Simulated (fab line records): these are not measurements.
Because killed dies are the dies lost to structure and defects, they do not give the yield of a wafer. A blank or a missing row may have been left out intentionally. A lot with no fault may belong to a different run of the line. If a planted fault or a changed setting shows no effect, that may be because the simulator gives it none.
Chamber matching	flow n5 finfet	N5_BEOL_M11_DEP_56 on pecvd-03 has 3 sister chambers
The step deposits SiCN from 3MS/NH3, target thk 30 nm, time 10.5 s. 6 wafers are shown with their chamber, then 9 later ones without.

## WAFERS PAIRED WITH THEIR CHAMBERS
wafer	chamber	showerhead plenum p Torr (Torr)	throttle valve pct (%)
L093.2	2	4.11	17.9
L093.3	0	4.13	17.5
L093.5	0	4.13	17.7
L091.1	2	4.10	17.9
L091.2	1	4.15	17.9
L091.4	1	4.16	17.8

## WAFERS WITH NO CHAMBER GIVEN
wafer	showerhead plenum p Torr (Torr)	throttle valve pct (%)
L094.1	4.14	18.1
L094.2	4.11	17.6
L094.3	4.15	17.8
L096.1	4.10	18.0
L096.5	4.14	17.8
L096.6	4.15	18.3
L097.1	4.16	17.9
L097.3	4.14	17.4
L097.5	4.15	17.7

## THE CHAMBER EACH PASSED THROUGH
wafer	from the rows above	in truth
L094.1	can't be placed: 1 or 0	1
L094.2	can't be placed: 2 or 0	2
L094.3	1	1
L096.1	2	2
L096.5	can't be placed: 1 or 0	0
L096.6	1	1
L097.1	1	1
L097.3	0	0
L097.5	can't be placed: 1 or 0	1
Correct placement for 5 of the 9. Can't be placed from these rows: 4 (the true chamber is among the candidates in 4). Placed wrongly: 0.
How it was worked out, from the rows above alone: a wafer's distance from a chamber is the root of the sum, over the readings, of the square of ((its reading less the chamber's mean) divided by the reading's scatter). If the next closest chamber is less than 2 further off than the closest, the wafer can't be placed; otherwise it belongs to the closest. For every chamber, the mean is computed from those of its wafers that are shown. The scatter: the root of (the sum of the squares of (reading less its chamber's mean) over the shown wafers, divided by (wafers less chambers)).
